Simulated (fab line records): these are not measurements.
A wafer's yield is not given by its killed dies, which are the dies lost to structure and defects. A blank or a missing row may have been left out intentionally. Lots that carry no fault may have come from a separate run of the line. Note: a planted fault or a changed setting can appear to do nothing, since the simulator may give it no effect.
Matching of chambers    flow nand_harc    rie_diel-13 running NHARC_A_STAIRCASE_ETCH_444: 4 sister chambers
The step etches the open film in C4F8/O2, target depth 10200 nm, time 3400 s. 4 wafers are shown with their chamber, then 7 later ones without.

== EACH WAFER AND ITS CHAMBER ==
wafer   chamber  rf_vpp_V (V)
L081.4  1        813
L086.5  2        812
L086.6  3        812
L088.5  0        815

== WAFERS WITHOUT THEIR CHAMBER ==
wafer   rf_vpp_V (V)
L088.6  812
L087.1  813
L087.2  811
L087.6  810
L092.2  812
L092.4  813
L092.5  813

== WHICH CHAMBER EACH WENT THROUGH ==
wafer   from the rows above           in truth
L088.6  can't be placed: 2 or 3 or 1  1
L087.1  can't be placed: 1 or 2 or 3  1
L087.2  can't be placed: 2 or 3 or 1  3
L087.6  can't be placed: 2 or 3 or 1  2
L092.2  can't be placed: 2 or 3 or 1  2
L092.4  can't be placed: 1 or 2 or 3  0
L092.5  can't be placed: 1 or 2 or 3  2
Correctly placed: 0 of 7. These rows do not allow placing 7 (true chamber among the candidates in 6). Number placed wrongly: 0.
How it was worked out, from the rows above alone: a wafer's distance from a chamber is the root of the sum, over the readings, of the square of ((its reading less the chamber's mean) divided by the reading's scatter). If the next closest chamber is less than 2 further off than the closest, the wafer can't be placed; otherwise it belongs to the closest. A chamber's mean is the mean of its shown wafers. The scatter (one wafer shown for each chamber): square how far every hidden wafer sits from the nearest shown wafer, average those squares and take the square root.
